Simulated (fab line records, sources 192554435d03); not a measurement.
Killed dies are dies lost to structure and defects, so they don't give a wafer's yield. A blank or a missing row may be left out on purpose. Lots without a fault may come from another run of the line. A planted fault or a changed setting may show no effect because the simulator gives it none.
A struck lot beside a sound one | flow n5_finfet | 34 steps out of a route of 1938
Sound: wafers L828.1, L828.2, L828.6. Struck: wafer L835.5. (L835.4, L835.6 of the same lot were not struck and are left out.) The cause comes at the end.
At each step with rows: each side's tool, then ch and its chambers, then its first start. Under that, the readings that differ: sound wafers | struck wafers | difference of the means | sigmas: that difference in standard deviations of wafers without a fault.
alike: readings whose means differ by less than 2 such deviations, and words and numbers that are the same on both sides. not compared: withheld readings, readings that some wafer has no value for, bounds like >300 that may hide the same value, and numbers for which the record gives no deviation and whose values overlap.
The two part at a step that has a row with sigmas, a row that says differs or no value, or rows on one side only. Numbers that don't overlap but have no deviation are shown without sigmas and don't part them. A reading that every wafer of one side lacks parts them only if that side has two wafers or more.

first, 2 steps without rows for these wafers: N5_BEOL_M7_PRECLEAN_42 (cleans in residue remover, time 60 s); N5_BEOL_M7_SRD_43 (time 30 s).
N5_BEOL_M7_CD_MEAS_35: target cd 40 nm.
  sound on cd_sem-02, day 10 14:16; struck on cd_sem-01, day 12 20:59
  reading    | sound          | struck | difference | sigmas
  cd_nm (nm) | 39.5 39.4 40.3 | 40.8   | +1.1       | +2
then, 1 step without rows for these wafers: N5_BEOL_M7_CURE_75 (cures SiCOH lowk, time 120 s).
N5_BEOL_M7_DEGAS_44: time 60 s.
  sound on pvd_sputter-02, day 10 14:53; struck on pvd_sputter-02, day 12 21:33
  alike: heater_power_w
N5_BEOL_M7_PRE_CLEAN_45: time 30 s.
  sound on pvd_sputter-02, day 10 14:55; struck on pvd_sputter-02, day 12 21:35
  alike: heater_power_w
N5_BEOL_M7_ALD_77: deposits TaN, target thk 2 nm, pulse time 2 s, purge time 3 s.
  sound on ald_metal-04 ch 0,3, day 10 14:59; struck on ald_metal-03 ch 2, day 12 21:39
  alike: heater_power_w
N5_BEOL_M7_SURFACE_TREAT_79:
  sound on pvd_sputter-02, day 10 15:22; struck on pvd_sputter-01, day 12 21:58
  not compared: pressure_mtorr, throttle_valve_pct
then, 3 steps without rows for these wafers: N5_BEOL_M7_CVD_78 (deposits Co from CCTBA/H2, target thk 2 nm, time 142.3 s); N5_BEOL_M7_SPUTTER_48 (material Cu, target thk 10 nm, time 1.667 s); N5_BEOL_M7_ECD_50 (material Cu, target thk 300 nm).
N5_BEOL_M7_ANNEAL_51: time 90 s.
  sound on rtp_anneal-01 ch 0, day 10 16:22; struck on rtp_anneal-02 ch 0, day 12 22:31
  alike: wafer_temp_C_max
N5_BEOL_M7_CMP_52: polishes, stops on SiCOH lowk, t overpolish 6.9 s, target thk 80 nm.
  sound on cmp-02 ch 0,3, day 10 16:46; struck on cmp-03 ch 1, day 12 22:45
  reading                      | sound          | struck | difference | sigmas
  barrier_field_endpoint_s (s) | 27.8 27.8 28.4 | 29.6   | +1.6       | +3
  motor_current_A (A)          | 5.8 5.1 5.0    | 6.8    | +1.5       | +2
  alike: head_pressure_psi, overpolish_run_s, time_to_endpoint_s
then, 2 steps without rows for these wafers: N5_BEOL_M7_PRE_CLEAN_55 (time 15 s); N5_BEOL_M7_DEP_56 (deposits SiCN from 3MS/NH3, target thk 10 nm, time 17.5 s).
N5_BEOL_M7_INSPECT_58: inspects for defects (darkfield).
  sound on defect_inspect-01, day 10 17:13; struck on defect_inspect-01, day 12 23:08
  reading          | sound     | struck | difference | sigmas
  raw_defect_count | 63 95 111 | 1394   | +1304      | +59
then, 2 steps without rows for these wafers: N5_BEOL_M8_ILD_DEP_00 (deposits SiCOH lowk from DEMS/porogen, target thk 179.75 nm, time 33.4 s); N5_BEOL_M8_CURE_74 (cures SiCOH lowk, time 240 s).
N5_BEOL_M8_THK_MEAS_01:
  sound on film_metro-02, day 10 17:50; struck on film_metro-02, day 12 23:44
  alike: M8_ILD_THK
then, 10 steps without rows for these wafers: N5_BEOL_M8_PECVD_70 (deposits SiO2 from TEOS/O2, target thk 20 nm, time 22.7 s); N5_BEOL_M8_HM_DEP_02 (deposits TiN, target thk 20 nm); N5_BEOL_M8_COAT_59 (time 60 s, resist thk 100 nm); N5_BEOL_M8_COAT_60 (time 60 s, resist thk 35 nm); N5_BEOL_M8_COAT_05 (resist thk 90 nm); N5_BEOL_M8_EBR_07; N5_BEOL_M8_SOFTBAKE_06 (time 60 s); N5_BEOL_M8_EXPOSE_08 (exposes mask M8); N5_BEOL_M8_PEB_09 (peb time 60 s); N5_BEOL_M8_DEVELOP_10 (develop time 30 s).
N5_BEOL_M8_CD_MEAS_11: target cd 38.5 nm.
  sound on cd_sem-02 ch 0, day 10 19:44; struck on cd_sem-01 ch 0, day 13 00:53
  reading    | sound          | struck | difference | sigmas
  cd_nm (nm) | 38.1 37.9 38.1 | 38.9   | +0.9       | +2
N5_BEOL_M8_OVL_MEAS_12:
  sound on overlay-01 ch 0, day 10 19:46; struck on overlay-01 ch 0, day 13 00:55
  alike: M8_OVL
N5_BEOL_M8_INSPECT_13: inspects for defects (brightfield).
  sound on defect_inspect-01, day 10 19:47; struck on defect_inspect-01, day 13 00:56
  reading          | sound       | struck | difference | sigmas
  raw_defect_count | 279 503 365 | 1706   | +1324      | +13
then, 1 step without rows for these wafers: N5_BEOL_M8_DESCUM_16 (chemistry O2, time 7.9 s).
-- the record jumps here: 3 days lie between the struck wafers' starts before and after (it left off in module BEOL_M8 and takes up again in module PASSIVATION, whose first step shown is number 1936 of the route) --
N5_PASSIVATION_PROBE_49:
  sound on prober-01, day 13 19:08; struck on prober-01, day 16 02:17
  reading                  | sound          | struck | difference | sigmas
  defect_limited_yield (%) | 91.9 89.5 93.6 | 32.6   | -59.1      | -42
  killed_at_M0_to_M3       | 41 64 21       | 10     | -32        | -3
  killed_at_M4_up          | 3 12 13        | 735    | +726       | +99 or more
  killed_dies              | 96 124 75      | 795    | +697       | +44
  killed_on_rim            | 9 9 9          | 103    | +94        | +26
  killed_short             | 39 52 23       | 17     | -21        | -3
  sort_bin_5_function (%)  | 4.5 6.3 3.4    | 45.6   | +40.9      | +43
  sort_bin_6_memory (%)    | 3.2 3.9 2.7    | 17.7   | +14.4      | +23
  sort_n_pass              | 1084 1056 1105 | 385    | -697       | -44
  sort_yield_pct (%)       | 91.9 89.5 93.6 | 32.6   | -59.1      | -42
  alike: killed_at_contacts, killed_at_front_end, killed_at_other, killed_open

WHERE THEY PART
First at N5_BEOL_M7_CD_MEAS_35; last, within this record, at N5_PASSIVATION_PROBE_49.

WHY: what the simulator had put in
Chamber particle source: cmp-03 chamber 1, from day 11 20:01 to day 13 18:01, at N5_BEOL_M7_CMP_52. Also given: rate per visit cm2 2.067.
